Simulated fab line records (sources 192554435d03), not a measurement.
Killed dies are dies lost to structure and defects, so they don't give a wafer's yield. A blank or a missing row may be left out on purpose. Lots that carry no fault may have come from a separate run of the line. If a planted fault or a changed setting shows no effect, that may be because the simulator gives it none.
Chamber matching | flow n5 finfet | N5_MOL_CONTACT_COAG_ETCH_67 on rie diel-05 has 4 sister chambers
The step etches SOC in N2/H2, target depth 60 nm, overetch 21 nm, time 101.2 s. 4 wafers are shown with their chamber, then 8 later ones without.

WAFERS PAIRED WITH THEIR CHAMBERS
wafer  | chamber | drypump motor current A (A)
L089.5 | 3       | 4.8
L090.2 | 0       | 5.9
L090.6 | 1       | 6.4
L091.4 | 2       | 5.2

WAFERS WITH NO CHAMBER GIVEN
wafer  | drypump motor current A (A)
L091.5 | 5.2
L091.6 | 4.8
L092.2 | 5.2
L092.3 | 5.9
L092.5 | 6.4
L097.1 | 6.4
L097.2 | 4.9
L097.6 | 6.4

WHICH CHAMBER EACH WENT THROUGH
wafer  | from the rows above | in truth
L091.5 | 2                   | 2
L091.6 | 3                   | 3
L092.2 | 2                   | 2
L092.3 | 0                   | 0
L092.5 | 1                   | 1
L097.1 | 1                   | 1
L097.2 | 3                   | 3
L097.6 | 1                   | 1
Correctly placed: 8 of 8. Not placeable from these rows: 0. Number placed wrongly: 0.
How it was worked out, from the rows above alone: a wafer's distance from a chamber is the root of the sum, over the readings, of the square of ((its reading less the chamber's mean) divided by the reading's scatter). The wafer belongs to the nearest chamber; if the next one is less than 2 further off, it can't be placed. The mean given for a chamber averages the wafers shown for that chamber. The scatter (one wafer shown for each chamber): square how far every hidden wafer sits from the nearest shown wafer, average those squares and take the square root.
